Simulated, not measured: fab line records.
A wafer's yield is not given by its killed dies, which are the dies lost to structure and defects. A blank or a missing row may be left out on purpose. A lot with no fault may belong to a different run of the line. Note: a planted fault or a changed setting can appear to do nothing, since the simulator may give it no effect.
The tool behind it: which one?    flow n5 finfet    at 1 step of a route of 1938, 12 lots with 36 wafers sampled

WHAT THE GAUGES READ, wafer by wafer
N5_BEOL_M12_INSPECT_12: inspects for defects (macro).
lot   measured      on                 raw defect count
L075  day 10 19:43  defect inspect-01  4 1 1
L076  day 11 09:07  defect inspect-02  1 2 3
L081  day 12 02:46  defect inspect-02  2 0 2
L079  day 12 12:16  defect inspect-01  3 1 4
L083  day 12 17:28  defect inspect-02  5 2 2
L086  day 13 18:33  defect inspect-02  3 2 1
L089  day 13 23:56  defect inspect-01  2 4 0
L088  day 14 04:47  defect inspect-01  1 0 0
L091  day 15 00:19  defect inspect-01  0 0 2
L092  day 15 04:16  defect inspect-01  2 2 1
L095  day 16 07:26  defect inspect-02  1 2 2
L096  day 16 14:23  defect inspect-01  2 1 2

WHAT TOOL EACH LOT RAN ON (gives the tool, then ch and the chambers of the sampled wafers, and finally the start)
No process step before these readings appears in the record.

THE ANSWER, worked out from the rows above alone
Rule: the usual values come from the lots themselves. The widest of any qualifying gaps counts: lots, ordered by their means at a reading, are off when they make up no more than a third of the lots, leave a main group of 4 or more, and stand apart from it by 3 or more times the standard deviation of that group's means. A main group whose means are all the same, to the digits that the tables above print for the reading, isn't used. A lot without any number at a reading at which 4 lots or more have one is off too. Any other lot the step has rows for is counted as sound.
Nothing can be told from this: no lot is off at any reading shown.

WHAT THE SIMULATOR HAD INSERTED
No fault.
